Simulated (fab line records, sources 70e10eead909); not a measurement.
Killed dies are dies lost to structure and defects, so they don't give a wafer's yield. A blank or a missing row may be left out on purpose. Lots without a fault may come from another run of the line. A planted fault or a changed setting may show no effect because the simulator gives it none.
Which tool did it? | flow nand_harc | 12 lots, 33 wafers sampled, at 5 steps of a route of 1159

WHAT THE GAUGES READ, wafer by wafer
NHARC_END_SORT_01. Usual: killed_at_array 29, standard deviation 11; killed_at_other 0.5, standard deviation 0.85; killed_at_periphery 3.0, standard deviation 2.3; killed_dies 33, standard deviation 12; killed_open 3.3, standard deviation 1.9; killed_short 2.0, standard deviation 1.5.
lot  | measured     | on        | killed_at_array | killed_at_other | killed_at_periphery | killed_dies | killed_open | killed_short | flag
L825 | day 25 00:16 | prober-02 | 20 13 27        | 0 0 0           | 2 4 1               | 22 17 28    | 2 3 2       | 1 1 3        |
L824 | day 24 16:26 | prober-02 | 16 25 18        | 0 0 0           | 0 1 1               | 16 26 19    | 1 2 3       | 1 3 2        |
L821 | day 24 20:12 | prober-01 | 21 32 30        | 1 0 0           | 3 3 1               | 25 35 31    | 3 8 3       | 1 1 1        |
L823 | day 25 08:05 | prober-02 | 11 14 9         | 0 0 0           | 1 2 2               | 12 16 11    | 3 3 3       | 4 2 0        |
L822 | day 25 03:59 | prober-01 | 41 33 53        | 0 0 0           | 4 3 7               | 45 36 60    | 1 4 6       | 3 1 2        |
L827 | day 25 21:56 | prober-01 | 26 29 24        | 4 3 2           | 3 1 4               | 33 33 30    | 1 2 2       | 1 2 2        |
L826 | day 26 02:08 | prober-02 | 21 16 27        | 0 0 2           | 6 2 7               | 27 18 36    | 3 2 9       | 6 0 3        |
L835 | day 26 18:39 | prober-01 | 671 39          | 0 1             | 4 4                 | 675 44      | 3 2         | 4 1          | OFF
L837 | day 28 01:59 | prober-01 | 672             | 1               | 3                   | 676         | 7           | 1            | OFF
L839 | day 27 14:41 | prober-02 | 16 17 15        | 0 0 0           | 3 0 2               | 19 17 17    | 1 3 2       | 1 0 4        |
L840 | day 27 06:56 | prober-02 | 43 29 44        | 1 0 1           | 0 3 2               | 44 32 47    | 2 2 1       | 1 4 5        |
L841 | day 27 22:31 | prober-02 | 32 25 26        | 0 0 0           | 4 2 2               | 36 27 28    | 2 7 3       | 1 2 0        |

WHICH TOOL RAN EACH LOT (tool, then ch and the chambers of the sampled wafers, then the start)
lot  | NHARC_A_STAIRCASE_DESCUM_11        | NHARC_A_STAIRCASE_ETCH_15                     | NHARC_A_STAIRCASE_TRIM_26          | NHARC_A_STAIRCASE_DESCUM_186
L825 | rie_diel-11 ch 0,2, day 13 10:54   | rie_diel-11 ch 1,2, day 13 13:00 or earlier   | rie_diel-05 ch 2,3, day 13 13:00   | rie_diel-05 ch 0,3, day 13 15:02
L824 | rie_diel-04 ch 1,3, day 13 11:07   | rie_diel-04 ch 1,3, day 13 14:07 or earlier   | rie_diel-04 ch 0,1, day 13 14:07   | rie_diel-05 ch 0,3, day 13 15:59
L821 | rie_diel-11 ch 2,3, day 13 14:29   | rie_diel-11 ch 0,3, day 13 17:02 or earlier   | rie_diel-04 ch 0,2,3, day 13 17:02 | rie_diel-05 ch 0,2,3, day 13 19:02
L823 | rie_diel-11 ch 1,3, day 13 18:44   | rie_diel-11 ch 1,3, day 13 21:16 or earlier   | rie_diel-05 ch 1,2,3, day 13 21:16 | rie_diel-11 ch 2,3, day 13 23:06
L822 | rie_diel-11 ch 0,1,3, day 13 18:55 | rie_diel-11 ch 0,1,3, day 13 21:27 or earlier | rie_diel-05 ch 1,2,3, day 13 21:27 | rie_diel-04 ch 0,1,3, day 13 23:44
L827 | rie_diel-05 ch 0,1,3, day 14 00:02 | rie_diel-05 ch 0,2,3, day 14 03:13 or earlier | rie_diel-05 ch 0,2,3, day 14 03:13 | rie_diel-05 ch 1,2,3, day 14 05:04
L826 | rie_diel-04 ch 1,2, day 14 00:27   | rie_diel-04 ch 0,1, day 14 03:50 or earlier   | rie_diel-04 ch 0,3, day 14 03:50   | rie_diel-05 ch 0,2,3, day 14 05:42
L835 | rie_diel-11 ch 2,3, day 14 19:14   | rie_diel-11 ch 0,3, day 14 22:30 or earlier   | rie_diel-04 ch 0,1, day 14 22:30   | rie_diel-04 ch 0,1, day 15 03:12
L837 | rie_diel-11 ch 2, day 14 23:12     | rie_diel-11 ch 0, day 15 01:53 or earlier     | rie_diel-04 ch 0, day 15 01:53     | rie_diel-11 ch 2, day 15 13:11
L839 | rie_diel-04 ch 1,3, day 14 23:25   | rie_diel-04 ch 1,2,3, day 15 02:46 or earlier | rie_diel-11 ch 0,3, day 15 02:46   | rie_diel-11 ch 0,1, day 15 05:30
L840 | rie_diel-11 ch 0,2,3, day 15 10:39 | rie_diel-11 ch 1,2,3, day 15 15:46 or earlier | rie_diel-05 ch 0,1,3, day 15 15:46 | rie_diel-04 ch 1,2,3, day 15 17:35
L841 | rie_diel-04 ch 0,1,2, day 15 14:37 | rie_diel-04 ch 0,2, day 15 16:55 or earlier   | rie_diel-11 ch 1,2, day 15 16:55   | rie_diel-04 ch 0,2,3, day 15 18:54
- NHARC_A_STAIRCASE_DESCUM_11: chemistry O2, time 3 s.
- NHARC_A_STAIRCASE_ETCH_15: etches the open film in C4F8/O2, target depth 100 nm, time 40.5 s.
- NHARC_A_STAIRCASE_TRIM_26: chemistry O2, time 211.2 s.
- NHARC_A_STAIRCASE_DESCUM_186: chemistry O2, time 3 s.

WHAT THE TOOLS THEMSELVES READ (means of the sampled wafers that have a number; where no wafer has one, the mark that the record gives instead)
NHARC_A_STAIRCASE_DESCUM_11. Usual: drypump_motor_current_A 5.8 A, standard deviation 0.44; oes_product_au 1.000 a.u., standard deviation 0.01; rf_vpp_V 57.9 V, standard deviation 0.95; showerhead_plenum_p_Torr 1.93 Torr, standard deviation 0.087; throttle_valve_pct 11.310 %, standard deviation 0.0082.
lot  | tool        | drypump_motor_current_A (A) | oes_product_au (a.u.) | rf_vpp_V (V) | showerhead_plenum_p_Torr (Torr) | throttle_valve_pct (%) | flag
L825 | rie_diel-11 | 6.0                         | 0.988                 | 57.9         | 1.88                            | 11.316                 |
L824 | rie_diel-04 | 5.2                         | 0.990                 | 58.2         | 2.02                            | 11.310                 |
L821 | rie_diel-11 | 5.7                         | 0.991                 | 57.1         | 1.84                            | 11.309                 |
L823 | rie_diel-11 | 5.5                         | 1.007                 | 58.4         | 1.96                            | 11.310                 |
L822 | rie_diel-11 | 5.7                         | 1.005                 | 58.5         | 2.00                            | 11.308                 |
L827 | rie_diel-05 | 5.6                         | 1.010                 | 58.6         | 1.88                            | 11.314                 |
L826 | rie_diel-04 | 5.8                         | 0.999                 | 58.4         | 1.95                            | 11.311                 |
L835 | rie_diel-11 | 5.6                         | 0.984                 | 56.1         | 1.87                            | 11.309                 |
L837 | rie_diel-11 | 5.8                         | 0.975                 | 56.5         | 1.79                            | 11.295                 |
L839 | rie_diel-04 | 5.2                         | 0.994                 | 58.3         | 2.02                            | 11.306                 |
L840 | rie_diel-11 | 5.8                         | 0.995                 | 58.0         | 1.93                            | 11.314                 |
L841 | rie_diel-04 | 6.1                         | 1.006                 | 57.6         | 1.90                            | 11.308                 |

NHARC_A_STAIRCASE_ETCH_15. Usual: oes_product_au 0.935 a.u., standard deviation 0.012; rf_vpp_V 897 V, standard deviation 5.5.
lot  | tool        | oes_product_au (a.u.) | rf_vpp_V (V) | flag
L825 | rie_diel-11 | 0.940                 | 893          |
L824 | rie_diel-04 | 0.939                 | 901          |
L821 | rie_diel-11 | 0.923                 | 902          |
L823 | rie_diel-11 | 0.930                 | 900          |
L822 | rie_diel-11 | 0.935                 | 901          |
L827 | rie_diel-05 | 0.929                 | 896          |
L826 | rie_diel-04 | 0.944                 | 893          |
L835 | rie_diel-11 | 0.933                 | 902          |
L837 | rie_diel-11 | 0.949                 | 904          |
L839 | rie_diel-04 | 0.932                 | 899          |
L840 | rie_diel-11 | 0.926                 | 895          |
L841 | rie_diel-04 | 0.942                 | 892          |

NHARC_A_STAIRCASE_TRIM_26. Usual: drypump_motor_current_A 5.8 A, standard deviation 0.51; oes_product_au 1.001 a.u., standard deviation 0.0097; rf_vpp_V 57.9 V, standard deviation 0.93; run_length_s 232.5 s, standard deviation 0.39; showerhead_plenum_p_Torr 3.56 Torr, standard deviation 0.15; throttle_valve_pct 17.036 %, standard deviation 0.0083.
lot  | tool        | drypump_motor_current_A (A) | oes_product_au (a.u.) | rf_vpp_V (V) | run_length_s (s) | showerhead_plenum_p_Torr (Torr) | throttle_valve_pct (%) | flag
L825 | rie_diel-05 | 6.2                         | 0.998                 | 58.1         | 232.5            | 3.58                            | 17.027                 |
L824 | rie_diel-04 | 5.8                         | 1.017                 | 57.8         | 232.8            | 3.53                            | 17.033                 |
L821 | rie_diel-04 | 6.0                         | 1.010                 | 58.1         | 232.7            | 3.59                            | 17.029                 |
L823 | rie_diel-05 | 6.0                         | 0.996                 | 57.3         | 232.5            | 3.51                            | 17.032                 |
L822 | rie_diel-05 | 6.0                         | 0.993                 | 57.8         | 232.6            | 3.51                            | 17.038                 |
L827 | rie_diel-05 | 5.7                         | 1.001                 | 57.6         | 232.6            | 3.54                            | 17.047                 |
L826 | rie_diel-04 | 5.5                         | 0.996                 | 58.7         | 232.6            | 3.66                            | 17.041                 |
L835 | rie_diel-04 | 6.0                         | 0.998                 | 58.4         | 191.3            | 3.49                            | 17.029                 | OFF
L837 | rie_diel-04 | 6.4                         | 1.014                 | 57.2         | 149.7            | 3.40                            | 17.055                 | OFF
L839 | rie_diel-11 | 5.8                         | 0.997                 | 57.8         | 232.9            | 3.72                            | 17.034                 |
L840 | rie_diel-05 | 5.6                         | 1.009                 | 57.7         | 232.6            | 3.46                            | 17.031                 |
L841 | rie_diel-11 | 5.9                         | 0.987                 | 57.2         | 231.8            | 3.42                            | 17.044                 |

NHARC_A_STAIRCASE_DESCUM_186. Usual: drypump_motor_current_A 5.8 A, standard deviation 0.49; oes_product_au 0.999 a.u., standard deviation 0.0083; rf_vpp_V 57.8 V, standard deviation 0.94; showerhead_plenum_p_Torr 1.93 Torr, standard deviation 0.081; throttle_valve_pct 11.310 %, standard deviation 0.0092.
lot  | tool        | drypump_motor_current_A (A) | oes_product_au (a.u.) | rf_vpp_V (V) | showerhead_plenum_p_Torr (Torr) | throttle_valve_pct (%) | flag
L825 | rie_diel-05 | 5.4                         | 0.997                 | 57.5         | 1.87                            | 11.306                 |
L824 | rie_diel-05 | 5.4                         | 0.995                 | 57.9         | 1.87                            | 11.309                 |
L821 | rie_diel-05 | 5.7                         | 1.000                 | 58.4         | 1.92                            | 11.316                 |
L823 | rie_diel-11 | 5.5                         | 0.990                 | 58.2         | 1.90                            | 11.308                 |
L822 | rie_diel-04 | 5.6                         | 1.003                 | 58.8         | 1.95                            | 11.316                 |
L827 | rie_diel-05 | 6.0                         | 1.005                 | 56.8         | 1.90                            | 11.305                 |
L826 | rie_diel-05 | 5.8                         | 1.000                 | 57.5         | 1.92                            | 11.308                 |
L835 | rie_diel-04 | 5.9                         | 1.002                 | 56.8         | 1.89                            | 11.323                 |
L837 | rie_diel-11 | 5.9                         | 0.974                 | 57.2         | 1.79                            | 11.328                 | OFF
L839 | rie_diel-11 | 6.0                         | 1.003                 | 57.9         | 2.03                            | 11.310                 |
L840 | rie_diel-04 | 5.6                         | 0.992                 | 58.0         | 1.97                            | 11.306                 |
L841 | rie_diel-04 | 6.0                         | 1.002                 | 57.5         | 1.94                            | 11.308                 |

THE ANSWER, worked out from the rows above alone
Rule: a lot is off if the mean of its wafers that have a number lies more than 3 standard deviations from the usual mean. A lot without any number at a reading at which 4 lots or more have one is off too. The other lots that the step has rows for count as sound. The gauges are gone through in route order, then the tools' own readings, and for those a lot's mean is taken as printed above. The first step at which some lot is off is used, and at that step the reading that is off furthest; a lot without a number counts as furthest.
Off: L835, L837, at NHARC_END_SORT_01 (killed_at_array).
A tool fits if, at a process step before that reading, it ran every lot that is off, and no sound lot after the first of them. The gauges at NHARC_END_SORT_01 aren't tried: what is off there is off at NHARC_A_STAIRCASE_TRIM_26 too, on other tools, and a gauge's error can't cause that. NHARC_A_STAIRCASE_ETCH_15 gives no start for some lots, so the hours and the order of its lots are those of NHARC_A_STAIRCASE_TRIM_26. One fits: rie_diel-04 at NHARC_A_STAIRCASE_TRIM_26. Its last sound lot is L826 (day 14 03:50), its first lot that is off L835 (day 14 22:30): a fault that began between those two fits.
The tool's own readings at NHARC_A_STAIRCASE_TRIM_26 bear it out: on the lots that are off they differ by more than 5 times the standard deviation of the sound lots' means. run_length_s reads 170.5 s there against 232.6 s on the sound lots.

WHAT THE SIMULATOR HAD PUT IN
Process parameter drift: rie_diel-04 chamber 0, from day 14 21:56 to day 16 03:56, at NHARC_A_STAIRCASE_TRIM_26. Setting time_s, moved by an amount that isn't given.
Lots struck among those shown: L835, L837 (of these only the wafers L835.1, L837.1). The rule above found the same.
